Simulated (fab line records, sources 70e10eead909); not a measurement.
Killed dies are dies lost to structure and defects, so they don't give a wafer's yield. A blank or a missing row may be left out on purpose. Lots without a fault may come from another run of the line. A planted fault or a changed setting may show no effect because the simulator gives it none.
Chamber matching | flow nand_harc | NHARC_A_STAIRCASE_DESCUM_312 on rie_diel-03: 4 sister chambers
The step chemistry O2, time 3 s. 4 wafers are shown with their chamber, then 9 later ones without.

WAFERS WITH THEIR CHAMBER
wafer  | chamber | showerhead_plenum_p_Torr (Torr)
L079.5 | 3       | 1.87
L081.1 | 1       | 1.83
L081.2 | 0       | 1.79
L081.4 | 2       | 1.81

WAFERS WITHOUT THEIR CHAMBER
wafer  | showerhead_plenum_p_Torr (Torr)
L087.1 | 1.87
L087.2 | 1.78
L087.4 | 1.83
L094.1 | 1.86
L094.3 | 1.80
L094.6 | 1.86
L093.1 | 1.83
L093.2 | 1.78
L093.4 | 1.80

WHICH CHAMBER EACH WENT THROUGH
wafer  | from the rows above     | in truth
L087.1 | 3                       | 3
L087.2 | 0                       | 0
L087.4 | 1                       | 1
L094.1 | 3                       | 3
L094.3 | can't be placed: 0 or 2 | 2
L094.6 | 3                       | 3
L093.1 | 1                       | 1
L093.2 | 0                       | 0
L093.4 | can't be placed: 0 or 2 | 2
Placed correctly: 7 of 9. Can't be placed from these rows: 2 (the true chamber is among the candidates in 2). Placed wrongly: 0.
How it was worked out, from the rows above alone: a wafer's distance from a chamber is the root of the sum, over the readings, of the square of ((its reading less the chamber's mean) divided by the reading's scatter). The wafer belongs to the nearest chamber; if the next one is less than 2 further off, it can't be placed. A chamber's mean is the mean of its shown wafers. The scatter: with one shown wafer a chamber, the root of the mean of the squares of how far each hidden wafer lies from its nearest shown one.
